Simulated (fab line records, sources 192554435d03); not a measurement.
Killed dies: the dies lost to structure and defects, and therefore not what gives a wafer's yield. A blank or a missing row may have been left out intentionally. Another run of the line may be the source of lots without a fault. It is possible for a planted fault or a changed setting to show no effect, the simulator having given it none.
Matching of chambers + flow n5Finfet + 3 sister chambers for N5_BEOL_M2_CO_CAP_55 on cvdCo-01
The step material Co, precursor CCTBA/H2, target thk 2 nm, time 102.1 s. 16 wafers are shown with their chamber, then 8 later ones without.

== WAFERS PAIRED WITH THEIR CHAMBERS ==
| wafer  | chamber | heaterPowerW (W) |
|--------|---------|------------------|
| L076.1 | 0       | 227              |
| L076.3 | 1       | 229              |
| L076.6 | 2       | 268              |
| L080.2 | 2       | 274              |
| L080.5 | 0       | 226              |
| L080.6 | 1       | 227              |
| L091.1 | 0       | 229              |
| L091.2 | 1       | 226              |
| L091.4 | 1       | 225              |
| L093.1 | 1       | 230              |
| L093.2 | 0       | 229              |
| L093.3 | 2       | 266              |
| L093.4 | 1       | 226              |
| L093.5 | 0       | 230              |
| L093.6 | 2       | 283              |
| L095.1 | 2       | 272              |

SIGNATURES (averages over the wafers above)
| reading      | chamber 0 | chamber 1 | chamber 2 | scatter within a chamber |
|--------------|-----------|-----------|-----------|--------------------------|
| heaterPowerW | 228.20    | 227.17    | 272.60    | 3.97                     |
Rule: a wafer lies at a distance from a chamber equal to the root of the sum of squares, over the readings, of (its reading less the chamber's mean, divided by the reading's scatter). If the next closest chamber is less than 2 further off than the closest, the wafer can't be placed; otherwise it belongs to the closest. How the scatter is found: for the shown wafers, subtract from each reading the mean of its chamber, square and add these, divide the total by (wafers less chambers), then take the root.

== WAFERS WHOSE CHAMBER IS MISSING ==
| wafer  | heaterPowerW (W) |
|--------|------------------|
| L095.2 | 227              |
| L095.3 | 222              |
| L095.4 | 226              |
| L095.5 | 275              |
| L095.6 | 225              |
| L097.1 | 273              |
| L097.3 | 224              |
| L097.5 | 275              |

== WHICH CHAMBER EACH ONE RAN IN ==
| wafer  | from the rows above     | in truth |
|--------|-------------------------|----------|
| L095.2 | can't be placed: 1 or 0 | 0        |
| L095.3 | can't be placed: 1 or 0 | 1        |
| L095.4 | can't be placed: 1 or 0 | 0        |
| L095.5 | 2                       | 2        |
| L095.6 | can't be placed: 1 or 0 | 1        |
| L097.1 | 2                       | 2        |
| L097.3 | can't be placed: 1 or 0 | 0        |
| L097.5 | 2                       | 2        |
Correct placement for 3 of the 8. Cannot be placed on the basis of these rows: 5; the candidates contain the true chamber in 5. 0 placed wrongly.
